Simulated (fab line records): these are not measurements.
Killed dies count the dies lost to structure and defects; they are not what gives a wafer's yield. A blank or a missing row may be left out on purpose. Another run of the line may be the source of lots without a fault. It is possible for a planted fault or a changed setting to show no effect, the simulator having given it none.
Matching of chambers + flow nand-harc + rie-diel-13 running NHARC_THIN_TSV_ETCHBACK_48: 4 sister chambers
The step etches the open film in C4F8/Ar, target depth 1028.5 nm, time 405.17 s. 14 wafers are shown with their chamber, then 7 later ones without.

== WAFERS WITH THEIR CHAMBER ==
| wafer  | chamber | rf-vpp-V (V) | oes-product-au (a.u.) |
|--------|---------|--------------|-----------------------|
| L381.1 | 1       | 550          | 0.925                 |
| L381.4 | 2       | 541          | 0.923                 |
| L381.6 | 2       | 541          | 0.920                 |
| L382.2 | 1       | 550          | 0.934                 |
| L382.4 | 2       | 542          | 0.925                 |
| L382.6 | 0       | 554          | 0.925                 |
| L385.1 | 3       | 544          | 0.930                 |
| L385.2 | 0       | 551          | 0.937                 |
| L385.6 | 0       | 551          | 0.928                 |
| L384.1 | 3       | 547          | 0.912                 |
| L384.2 | 0       | 552          | 0.920                 |
| L384.5 | 0       | 551          | 0.922                 |
| L394.1 | 0       | 552          | 0.932                 |
| L394.3 | 3       | 546          | 0.919                 |

SIGNATURES (averages over the wafers above)
| reading        | chamber 0 | chamber 1 | chamber 2 | chamber 3 | scatter within a chamber |
|----------------|-----------|-----------|-----------|-----------|--------------------------|
| rf-vpp-V       | 551.83    | 550.00    | 541.33    | 545.67    | 1.1                      |
| oes-product-au | 0.92733   | 0.92950   | 0.92267   | 0.92033   | 0.00649                  |
Rule: a wafer's distance from a chamber is the root of the sum, over the readings, of the square of ((its reading less the chamber's mean) divided by the reading's scatter). The wafer belongs to the nearest chamber; if the next one is less than 2 further off, it can't be placed. The scatter: take each reading less its chamber's mean, square it, sum over the shown wafers, divide by the number of wafers less the number of chambers, and take the root.

== WAFERS MISSING THEIR CHAMBER ==
| wafer  | rf-vpp-V (V) | oes-product-au (a.u.) |
|--------|--------------|-----------------------|
| L394.4 | 541          | 0.919                 |
| L393.3 | 542          | 0.932                 |
| L393.4 | 546          | 0.924                 |
| L393.6 | 542          | 0.933                 |
| L395.3 | 550          | 0.925                 |
| L395.5 | 546          | 0.917                 |
| L395.6 | 543          | 0.925                 |

== WHICH CHAMBER EACH WENT THROUGH ==
| wafer  | from the rows above     | in truth |
|--------|-------------------------|----------|
| L394.4 | 2                       | 2        |
| L393.3 | 2                       | 2        |
| L393.4 | 3                       | 3        |
| L393.6 | 2                       | 2        |
| L395.3 | can't be placed: 1 or 0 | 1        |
| L395.5 | 3                       | 3        |
| L395.6 | can't be placed: 2 or 3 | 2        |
Correct placement for 5 of the 7. Not placeable from these rows: 2 (in 2, the candidates include the true chamber). Placed wrongly: 0.
